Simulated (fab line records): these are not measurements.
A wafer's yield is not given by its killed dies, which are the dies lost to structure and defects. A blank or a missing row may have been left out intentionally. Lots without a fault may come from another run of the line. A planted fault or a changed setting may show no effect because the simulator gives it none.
Chamber matching + flow n5Finfet + N5_HKMG_FIN_CMP_23 on cmp-01 has 4 sister chambers
The step polishes, stops on SiNx, t overpolish 10 s, target thk 46.326 nm. 4 wafers are shown with their chamber, then 10 later ones without.

## WAFERS WITH THEIR CHAMBER
| wafer  | chamber | motorCurrentA (A) |
|--------|---------|-------------------|
| L085.2 | 0       | 12.0              |
| L085.5 | 1       | 10.4              |
| L087.2 | 3       | 10.8              |
| L087.3 | 2       | 11.0              |

## WAFERS WITH NO CHAMBER GIVEN
| wafer  | motorCurrentA (A) |
|--------|-------------------|
| L087.6 | 11.2              |
| L089.2 | 12.3              |
| L089.3 | 10.8              |
| L089.6 | 10.6              |
| L091.1 | 10.8              |
| L091.4 | 10.9              |
| L091.6 | 10.5              |
| L093.1 | 10.8              |
| L093.3 | 12.2              |
| L093.4 | 10.6              |

## CHAMBER TAKEN BY EACH
| wafer  | from the rows above          | in truth |
|--------|------------------------------|----------|
| L087.6 | can't be placed: 2 or 3      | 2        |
| L089.2 | 0                            | 0        |
| L089.3 | can't be placed: 3 or 2      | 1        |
| L089.6 | can't be placed: 1 or 3 or 2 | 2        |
| L091.1 | can't be placed: 3 or 2      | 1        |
| L091.4 | can't be placed: 2 or 3      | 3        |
| L091.6 | can't be placed: 1 or 3      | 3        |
| L093.1 | can't be placed: 3 or 2      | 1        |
| L093.3 | 0                            | 0        |
| L093.4 | can't be placed: 1 or 3 or 2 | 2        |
Correct placement for 2 of the 10. Can't be placed from these rows: 8 (the true chamber is among the candidates in 5). Placed wrongly: 0.
How it was worked out, from the rows above alone: a wafer's distance from a chamber is the root of the sum, over the readings, of the square of ((its reading less the chamber's mean) divided by the reading's scatter). If the next closest chamber is less than 2 further off than the closest, the wafer can't be placed; otherwise it belongs to the closest. The mean given for a chamber averages the wafers shown for that chamber. The scatter: root of mean squared gap, hidden wafer to nearest shown wafer, with one shown wafer a chamber.
